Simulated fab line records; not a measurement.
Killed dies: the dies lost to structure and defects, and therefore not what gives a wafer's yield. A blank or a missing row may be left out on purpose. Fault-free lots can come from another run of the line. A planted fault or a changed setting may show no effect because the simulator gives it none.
Chamber matching    flow nand-harc    cmp-02 running NHARC_P_BONDPAD_CMP_19: 4 sister chambers
The step polishes, t overpolish 30 s, cu recess touch 16 s, target thk 160.81 nm. 8 wafers are shown with their chamber, then 6 later ones without.

== WAFERS WITH THEIR CHAMBER ==
wafer   chamber  motor-current-A (A)  overpolish-run-s (s)
L104.1  2        12.3                 29.995
L104.3  0        14.0                 30.009
L104.5  3        10.9                 29.994
L107.1  1        10.8                 29.995
L107.2  0        13.6                 29.996
L116.1  2        12.0                 29.999
L116.3  3        11.2                 29.998
L116.4  1        11.1                 30.002

== WAFERS MISSING THEIR CHAMBER ==
wafer   motor-current-A (A)  overpolish-run-s (s)
L118.1  12.0                 30.000
L118.4  13.4                 29.987
L118.5  11.6                 30.014
L119.2  11.9                 29.988
L119.3  10.7                 30.005
L119.6  11.2                 29.994

== WHICH CHAMBER EACH WENT THROUGH ==
wafer   from the rows above           in truth
L118.1  2                             2
L118.4  0                             0
L118.5  can't be placed: 2 or 1 or 3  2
L119.2  can't be placed: 2 or 3       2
L119.3  can't be placed: 1 or 3       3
L119.6  can't be placed: 3 or 1       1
Correct placement for 2 of the 6. Cannot be placed on the basis of these rows: 4; the candidates contain the true chamber in 4. Number placed wrongly: 0.
How it was worked out, from the rows above alone: a wafer's distance from a chamber is the root of the sum, over the readings, of the square of ((its reading less the chamber's mean) divided by the reading's scatter). The wafer belongs to the nearest chamber; if the next one is less than 2 further off, it can't be placed. The mean given for a chamber averages the wafers shown for that chamber. The scatter: take each reading less its chamber's mean, square it, sum over the shown wafers, divide by the number of wafers less the number of chambers, and take the root.
